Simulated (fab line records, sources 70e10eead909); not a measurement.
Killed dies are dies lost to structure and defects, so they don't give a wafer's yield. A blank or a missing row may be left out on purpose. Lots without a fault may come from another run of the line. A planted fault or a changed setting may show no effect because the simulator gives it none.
fab line records | flow nand_harc
record lots=5 wafers=15 last_day=31
route steps=1302 shown THIN_TSV@1290 END@1301
lots that met no fault: from a run of the same line without faults
start_h: hours from the record's first day to the start of the lot's first wafer shown | wait_h: hours since the lot's step before | " the same as in the row above | L1.1+2: a row that stands for several wafers | - no value, or no start given | * or withheld: withheld | < > ~ a bound
route shown NAME@n: a module of which the file shows steps, and the number in the route of the first | usual: mean/standard deviation of fault-free wafers | same: alike in all rows | chamber/n: place in a boat | sites: the reading at each site | _std_site: their standard deviation | _edge_site: outer sites' mean less inner sites' | radius_mm: how far each site lies from the wafer's centre | mask NAME#n: copy n | behind: the tool/chamber that last shaped the wafer | hold: why the lot was held/for how many hours/how that ended | device: the transistor (n, p or np) that didn't switch | end of line: the same wafers' tests at the end of the route | a step without rows: its recipe alone | killed: dies lost to structure and defects at the first sort, not the wafer's yield | map: a wafer's dies, x killed, . not, _ none there
set.NAME: the setting as run; set.NAME@STEP: as run at that earlier step | model.NAME: the simulator's own value behind a step, which no gauge read
lots at some steps of the route; a table a step, a row a wafer
services: from which hour (start_h, from the record's first day; less than 0 if before it) a tool's chamber was out of use, for how many hours, and why
## steps
# step NHARC_THIN_TSV_DEVELOP_32
# recipe time_s=70
# same time_s=70
# columns lot.wafer tool chamber start_h wait_h
L074.1+4+5 litho_track-03 0 - -
L076.1+5+6 litho_track-02 0 - -
L079.2+5+6 litho_track-03 0 - -
L087.1+2+5 litho_track-02 0 - -
L088.1+2+5 litho_track-02 0 - -
# step NHARC_THIN_TSV_CD_MEAS_33
# recipe target_cd_nm=5000 landing_energy_ev=500
# usual cd_nm=4999.9/1.5
# columns lot.wafer tool chamber start_h wait_h cd_nm
L074.1 cd_sem-03 0 584.12 - 4999.9
L074.4 " 0 " " 5000.2
L074.5 " 0 " " 5000.4
L076.1 cd_sem-01 0 594.41 - 4998.7
L076.5 " 0 " " 5000.9
L076.6 " 0 " " 4999.2
L079.2 cd_sem-01 0 606.29 - 4999.8
L079.5 " 0 " " 4998.3
L079.6 " 0 " " 4999.8
L087.1 cd_sem-02 0 714.30 - 4996.0
L087.2 " 0 " " 4996.3
L087.5 " 0 " " 4998.5
L088.1 cd_sem-02 0 720.14 - 4999.7
L088.2 " 0 " " 5002.7
L088.5 " 0 " " 5000.6
# step NHARC_THIN_TSV_HARDBAKE_34
# recipe temp_c=125 time_s=80
# same time_s=80
# columns lot.wafer tool chamber start_h wait_h
L074.1+4+5 litho_track-07 0 584.20 -
L076.1+5+6 litho_track-02 0 594.49 -
L079.2+5+6 litho_track-02 0 606.37 -
L087.1+2+5 litho_track-03 0 714.38 -
L088.1+2+5 litho_track-02 0 720.22 -
# step NHARC_THIN_TSV_DESCUM_35
# recipe time_s=3 o2_flow_sccm=200 ar_flow_sccm=0 bias_power_w=0 chemistry=O2
# usual chamber_pressure_mTorr=60.00/0.051 drypump_motor_current_A=5.8/0.43 oes_product_au=0.995/0.0085 rf_vpp_V=57.6/0.75 showerhead_plenum_p_Torr=1.87/0.056 throttle_valve_pct=11.311/0.0095
# same time_s=3
# columns lot.wafer tool chamber start_h wait_h chamber_pressure_mTorr drypump_motor_current_A oes_product_au rf_hours_counter_h rf_vpp_V showerhead_plenum_p_Torr throttle_valve_pct
L074.1 rie_diel-02 2 584.30 - 60.04 6.1 0.998 0.3 57.3 1.84 11.330
L074.5 " 0 " " 60.02 5.5 0.989 - 57.8 1.88 11.302
L074.4 " 2 " " 59.91 6.1 0.998 - 56.4 1.84 11.310
L076.1 rie_diel-07 3 594.57 - 59.92 5.3 0.995 5.5 58.5 1.85 11.316
L076.6 " 3 " " 59.97 5.3 1.006 - 56.4 1.85 11.308
L076.5 " 0 " " 60.05 5.8 1.008 - 57.7 1.88 11.321
L079.2 rie_diel-02 1 606.48 - 60.03 5.2 0.997 0.8 57.1 1.96 11.301
L079.5 " 3 " " 60.05 6.2 1.000 - 57.2 1.81 11.321
L079.6 " 0 " " 60.01 5.5 1.002 - 57.4 1.88 11.285
L087.2 rie_diel-11 0 714.48 - 59.97 5.4 0.990 3.3 57.6 2.01 11.307
L087.1 " 1 " " 59.95 6.3 0.995 4.2 56.7 1.82 11.321
L087.5 " 3 " " 59.93 5.7 0.986 - 57.3 1.86 11.316
L088.2 rie_diel-11 1 720.30 - 59.92 6.3 1.002 4.2 57.6 1.82 11.303
L088.1 " 3 " " 59.95 5.7 0.994 4.0 56.9 1.86 11.319
L088.5 " 2 " " 59.95 6.4 1.003 - 58.0 1.79 11.310
# step NHARC_THIN_TSV_ETCH_59
# recipe target_depth_a=8800 icp_w=900 bias_w=100 Cl2_flow_sccm=60 bcl3_flow_sccm=30 time_s=138.1 chemistry=Cl2/BCl3
# usual chamber_pressure_mTorr=10.000/0.0095 drypump_motor_current_A=5.7/0.44 oes_product_au=1.002/0.0071 throttle_valve_pct=22.265/0.0082
# same time_s=138.1
# columns lot.wafer tool chamber start_h wait_h chamber_pressure_mTorr drypump_motor_current_A oes_product_au rf_hours_counter_h throttle_valve_pct
L074.1 rie_metal-01 0 584.43 0.1 9.989 5.1 1.002 0.0 22.254
L074.4 " 0 " " 10.002 5.2 1.005 - 22.263
L074.5 " 1 " " 10.002 6.0 1.010 - 22.255
L076.1 rie_metal-02 0 594.70 0.1 10.003 5.7 1.014 2.0 22.272
L076.6 " 0 " " 9.996 5.7 1.008 - 22.265
L076.5 " 1 " " 10.001 5.2 1.008 - 22.279
L079.2 rie_metal-03 0 606.58 0.1 10.017 6.4 1.012 1.0 22.255
L079.5 " 0 " " 9.991 6.4 1.003 - 22.265
L079.6 " 1 " " 9.992 5.7 1.005 - 22.253
L087.2 rie_metal-01 1 714.59 0.1 10.020 6.0 1.006 2.5 22.262
L087.1 " 0 " " 10.008 5.2 0.996 2.5 22.270
L087.5 " 0 " " 10.006 5.2 0.990 - 22.277
L088.2 rie_metal-03 0 720.43 0.1 9.981 6.4 1.002 0.5 22.271
L088.1 " 1 " " 9.987 5.7 1.002 0.5 22.263
L088.5 " 0 " " 9.994 6.4 1.004 - 22.264
# step NHARC_THIN_TSV_ETCH_36
# recipe target_depth_a=650 over_etch_frac=0.3 time_s=18.571 ion_energy_ev=150 chemistry=Cl2/BCl3
# usual chamber_pressure_mTorr=10.001/0.0084 drypump_motor_current_A=5.7/0.44 oes_product_au=1.001/0.0072
# same time_s=18.571
# columns lot.wafer tool chamber start_h wait_h chamber_pressure_mTorr drypump_motor_current_A oes_product_au rf_hours_counter_h
L074.1 rie_metal-01 0 584.69 0.2 9.989 5.1 0.994 0.2
L074.4 " 1 " " 10.002 6.0 1.006 -
L074.5 " 1 " " 9.988 6.0 1.004 -
L076.1 rie_metal-02 1 594.96 0.2 10.000 5.2 1.014 2.6
L076.5 " 1 " " 10.007 5.2 1.007 -
L076.6 " 0 " " 10.007 5.7 1.002 -
L079.2 rie_metal-03 1 606.84 0.2 10.001 5.7 1.014 1.1
L079.5 " 1 " " 9.996 5.7 1.004 -
L079.6 " 0 " " 10.007 6.4 1.002 -
L087.2 rie_metal-01 0 714.84 0.2 9.999 5.2 1.007 2.6
L087.1 " 1 " " 10.009 6.0 1.013 2.6
L087.5 " 0 " " 10.013 5.1 0.999 -
L088.1 rie_metal-03 1 720.68 0.2 10.010 5.7 1.013 0.7
L088.2 " 0 " " 9.991 6.4 0.999 0.7
L088.5 " 0 " " 10.009 6.4 0.993 -
# step NHARC_THIN_TSV_STRIP_56
# recipe power_w=1500 temp_c=250 chemistry=O2
# usual drypump_motor_current_A=5.8/0.33 heater_power_w=334/43
# columns lot.wafer tool chamber start_h wait_h drypump_motor_current_A heater_power_w rf_hours_counter_h
L074.1 plasma_asher-01 0 584.83 0.1 5.4 290 9
L074.4 " 0 " " 5.4 289 -
L074.5 " 0 " " 5.4 295 -
L076.1 plasma_asher-01 0 595.11 0.1 5.3 296 11
L076.6 " 1 " " 5.8 312 -
L076.5 " 0 " " 5.4 295 -
L079.2 plasma_asher-01 0 606.99 0.1 5.4 297 15
L079.6 " 1 " " 5.8 310 -
L079.5 " 0 " " 5.4 290 -
L087.1 plasma_asher-01 0 714.94 0.1 5.4 276 3
L087.2 " 1 " " 5.8 332 3
L087.5 " 0 " " 5.4 291 -
L088.1 plasma_asher-02 1 720.78 0.1 5.9 364 23
L088.2 " 0 " " 6.3 395 23
L088.5 " 1 " " 5.9 367 -
# step NHARC_THIN_TSV_STRIP_57
# recipe time_s=1200 temp_c=72.5 chemistry=post_etch_residue_remover
# usual bath_guard_temp_C=72.6/0.48
# same time_s=1200
# columns lot.wafer tool chamber start_h wait_h bath_guard_temp_C
L074.4 wet_bench-08 4 585.14 0.2 72.7
L074.1 " 6 " " 72.7
L074.5 " 7 " " 72.8
L076.5 wet_bench-10 6 595.43 0.1 73.2
L076.6 " 7 " " 72.9
L076.1 " 0 " " 73.2
L079.6 wet_bench-10 3 607.29 0.1 72.8
L079.5 " 6 " " 72.8
L079.2 " 0 " " 73.3
L087.2 wet_bench-08 4 715.29 0.3 72.9
L087.1 " 7 " " 72.3
L087.5 " 0 " " 72.8
L088.5 wet_bench-08 3 721.14 0.1 72.5
L088.2 " 4 " " 72.3
L088.1 " 5 " " 71.0
# step NHARC_THIN_TSV_CD_MEAS_37
# usual cd_nm=4999.3/2.2
# columns lot.wafer tool chamber start_h wait_h cd_nm
L074.1 cd_sem-02 - 585.58 - 4999.6
L074.4 " - " " 5000.7
L074.5 " - " " 5001.3
L076.1 cd_sem-01 - 595.86 - 5000.1
L076.5 " - " " 5002.7
L076.6 " - " " 5001.4
L079.2 cd_sem-03 - 607.74 - 4997.6
L079.5 " - " " 4996.9
L079.6 " - " " 5000.2
L087.1 cd_sem-03 - 715.73 - 4994.5
L087.2 " - " " 4998.3
L087.5 " - " " 4996.8
L088.1 cd_sem-03 - 721.57 - 5000.1
L088.2 " - " " 5001.3
L088.5 " - " " 4998.4
# step NHARC_THIN_TSV_ANNEAL_58
# recipe temp_c=400 time_s=1800
# usual tube_center_temp_C=400/0.036
# same time_s=1800
# columns lot.wafer tool chamber start_h wait_h tube_center_temp_C
L074.1 furnace-08 0 588.79 3.2 400.03
L074.4 " 0 " " 399.98
L074.5 " 0 " " 399.99
L076.1 furnace-03 0 598.94 3.1 399.99
L076.5 " 0 " " 399.99
L076.6 " 0 " " 399.98
L079.2 furnace-03 0 609.41 1.7 399.99
L079.5 " 0 " " 400.01
L079.6 " 0 " " 399.98
L087.1 furnace-08 0 718.16 2.4 399.93
L087.2 " 0 " " 399.97
L087.5 " 0 " " 400.03
L088.1 furnace-08 0 722.58 1.0 399.95
L088.2 " 0 " " 400.01
L088.5 " 0 " " 400.03
# step NHARC_THIN_TSV_INSPECT_40
# usual raw_defect_count=567/83
# columns lot.wafer tool chamber start_h wait_h raw_defect_count
L074.1 defect_inspect-01 - 590.21 0.4 682
L074.4 " - " " 566
L074.5 " - " " 589
L076.1 defect_inspect-02 - 600.37 0.4 488
L076.5 " - " " 586
L076.6 " - " " 668
L079.2 defect_inspect-02 - 610.85 0.4 520
L079.5 " - " " 514
L079.6 " - " " 461
L087.1 defect_inspect-01 - 719.60 0.4 599
L087.2 " - " " 605
L087.5 " - " " 611
L088.1 defect_inspect-02 - 724.01 0.4 799
L088.2 " - " " 563
L088.5 " - " " 677
# step NHARC_END_WLT_00
# usual VT_DECK1_BOTTOM=0.871/0.0084 VT_DECK1_BOTTOM_INNER=0.870/0.0086 VT_DECK1_MEDIAN_NEAR_BOTTOM=0.872/0.0081 VT_DECK1_MEDIAN_NEAR_BOTTOM_INNER=0.872/0.0087 VT_DECK1_MIDDLE=0.884/0.0084 VT_DECK1_MIDDLE_INNER=0.884/0.0081 VT_DECK1_TOP=0.895/0.0079 VT_DECK1_TOP_INNER=0.896/0.0079 VT_DECK2_BOTTOM=0.870/0.0065 VT_DECK2_BOTTOM_INNER=0.870/0.0078 VT_DECK2_MEDIAN_NEAR_BOTTOM=0.871/0.0074 VT_DECK2_MEDIAN_NEAR_BOTTOM_INNER=0.871/0.0074 VT_DECK2_MIDDLE=0.883/0.0076 VT_DECK2_MIDDLE_INNER=0.883/0.0066 VT_DECK2_TOP=0.894/0.0072 VT_DECK2_TOP_INNER=0.895/0.0072
# columns lot.wafer tool chamber start_h wait_h VT_DECK1_BOTTOM VT_DECK1_BOTTOM_INNER VT_DECK1_MEDIAN_NEAR_BOTTOM VT_DECK1_MEDIAN_NEAR_BOTTOM_INNER VT_DECK1_MIDDLE VT_DECK1_MIDDLE_INNER VT_DECK1_TOP VT_DECK1_TOP_INNER VT_DECK2_BOTTOM VT_DECK2_BOTTOM_INNER VT_DECK2_MEDIAN_NEAR_BOTTOM VT_DECK2_MEDIAN_NEAR_BOTTOM_INNER VT_DECK2_MIDDLE VT_DECK2_MIDDLE_INNER VT_DECK2_TOP VT_DECK2_TOP_INNER
L074.1 prober-02 - 590.27 0.1 0.870 0.874 0.878 0.877 0.888 0.888 0.902 0.899 0.863 0.868 0.875 0.862 0.884 0.879 0.889 0.881
L074.4 " - 591.77 1.6 0.870 0.875 0.862 0.867 0.875 0.887 0.880 0.902 0.862 0.861 0.860 0.870 0.874 0.881 0.880 0.889
L074.5 " - " " 0.876 0.876 0.872 0.882 0.880 0.880 0.898 0.897 0.871 0.870 0.866 0.866 0.871 0.883 0.891 0.883
L076.1 prober-02 - 600.43 0.1 0.875 0.870 0.876 0.876 0.893 0.892 0.895 0.901 0.860 0.864 0.865 0.867 0.880 0.880 0.898 0.895
L076.5 " - 602.45 2.1 0.867 0.867 0.868 0.878 0.891 0.890 0.906 0.896 0.875 0.875 0.875 0.876 0.889 0.888 0.891 0.892
L076.6 " - " " 0.876 0.868 0.874 0.876 0.891 0.883 0.900 0.901 0.875 0.872 0.871 0.867 0.882 0.887 0.897 0.892
L079.2 prober-02 - 611.41 0.6 0.862 0.873 0.869 0.859 0.888 0.891 0.898 0.892 0.864 0.864 0.881 0.875 0.884 0.877 0.894 0.895
L079.5 " - 612.91 2.1 0.877 0.877 0.876 0.875 0.881 0.888 0.899 0.903 0.876 0.873 0.873 0.880 0.880 0.877 0.891 0.890
L079.6 " - " " 0.868 0.870 0.869 0.869 0.879 0.891 0.890 0.899 0.876 0.868 0.877 0.871 0.892 0.882 0.898 0.893
L087.1 prober-01 - 719.64 0.0 0.885 0.880 0.879 0.875 0.881 0.881 0.895 0.907 0.865 0.865 0.872 0.861 0.882 0.875 0.892 0.890
L087.2 " - " " 0.881 0.869 0.879 0.886 0.899 0.883 0.897 0.902 0.866 0.863 0.868 0.864 0.882 0.884 0.879 0.888
L087.5 " - 721.59 2.0 0.874 0.885 0.891 0.881 0.893 0.894 0.904 0.909 0.864 0.866 0.864 0.871 0.871 0.873 0.887 0.885
L088.1 prober-01 - 727.31 3.3 0.882 0.882 0.874 0.876 0.904 0.890 0.902 0.900 0.869 0.866 0.868 0.880 0.885 0.881 0.898 0.893
L088.2 " - " " 0.870 0.871 0.874 0.881 0.894 0.890 0.899 0.903 0.873 0.872 0.881 0.876 0.890 0.892 0.893 0.892
L088.5 " - 729.35 5.3 0.884 0.883 0.884 0.881 0.886 0.893 0.902 0.907 0.872 0.872 0.872 0.876 0.889 0.888 0.890 0.891
# step NHARC_END_SORT_01
# recipe temp_c=25
# usual defect_limited_yield=90.7/3 killed_at_array=58/20 killed_at_other=0.9/1.4 killed_at_periphery=4/3.1 killed_dies=63/20 killed_open=3.3/1.8 killed_short=2.4/1.5
# same gross_dies=677
# columns lot.wafer tool chamber start_h wait_h defect_limited_yield[%] killed_at_array killed_at_other killed_at_periphery killed_dies killed_open killed_short
L087.1 prober-01 0 722.57 2.4 89.4 69 0 3 72 6 3
L087.2 prober-01 0 723.36 2.7 93.6 39 1 3 43 1 3
L087.5 prober-01 0 725.73 3.6 90.1 65 1 1 67 3 3
# killed by level:class
L087.1 A_CHANNEL_HOLE_D1:chamber_film_flake=34 A_CHANNEL_HOLE_D2:chamber_film_flake=16 A_STAIRCASE:chamber_film_flake=4 A_SLIT:chamber_film_flake=4 A_DECK1_JOINT:geometric_particle:short=3 A_CONTACT:chamber_film_flake=3 P_STI:geometric_particle:open=1 P_CONTACT:geometric_particle:open=1
L087.2 A_CHANNEL_HOLE_D1:chamber_film_flake=22 A_CHANNEL_HOLE_D2:chamber_film_flake=11 P_ZERO_WELL:chamber_film_flake=2 P_GATE:geometric_particle:short=1 A_CHANNEL_FILL_D1:geometric_particle:open=1 A_STAIRCASE:geometric_particle:short=1 A_M0:geometric_particle:short=1 A_DECK1_JOINT:chamber_film_flake=1
L087.5 A_CHANNEL_HOLE_D1:chamber_film_flake=36 A_CHANNEL_HOLE_D2:chamber_film_flake=17 A_ONON_D1:geometric_particle:short=2 A_DECK1_JOINT:geometric_particle:open=2 A_SLIT:chamber_film_flake=2 A_DECK1_JOINT:chamber_film_flake=2 A_CONTACT:chamber_film_flake=2 A_ONON_D1:geometric_particle:open=1
## services
# columns tool chamber start_h hours kind
rie_metal-01 - 568.36 4.8 repair
rie_diel-02 - 570.70 9.0 pm
rie_metal-01 - 575.00 9.0 pm
litho_track-02 - 577.00 7.0 pm
rie_diel-02 1 581.32 17.0 repair
litho_track-07 - 601.01 7.0 pm
plasma_asher-02 - 603.13 9.0 pm
rie_diel-11 3 605.15 3.1 repair
rie_diel-11 - 609.53 9.0 pm
litho_track-03 - 625.02 7.0 pm
rie_diel-02 2 630.46 98.1 repair
rie_metal-02 - 631.00 9.0 pm
rie_diel-11 2 641.67 10.2 repair
rie_diel-11 0 643.35 6.9 repair
wet_bench-08 - 646.40 8.0 pm
rie_diel-07 1 646.94 6.9 repair
rie_diel-07 - 649.85 9.0 pm
rie_diel-11 1 651.02 14.0 repair
rie_metal-01 1 658.88 5.5 repair
wet_bench-10 - 663.20 8.0 pm
wet_bench-10 - 675.14 2.3 repair
rie_diel-07 3 685.42 21.7 repair
rie_metal-03 - 696.06 9.0 pm
plasma_asher-01 - 696.30 9.0 pm
## key
fault none
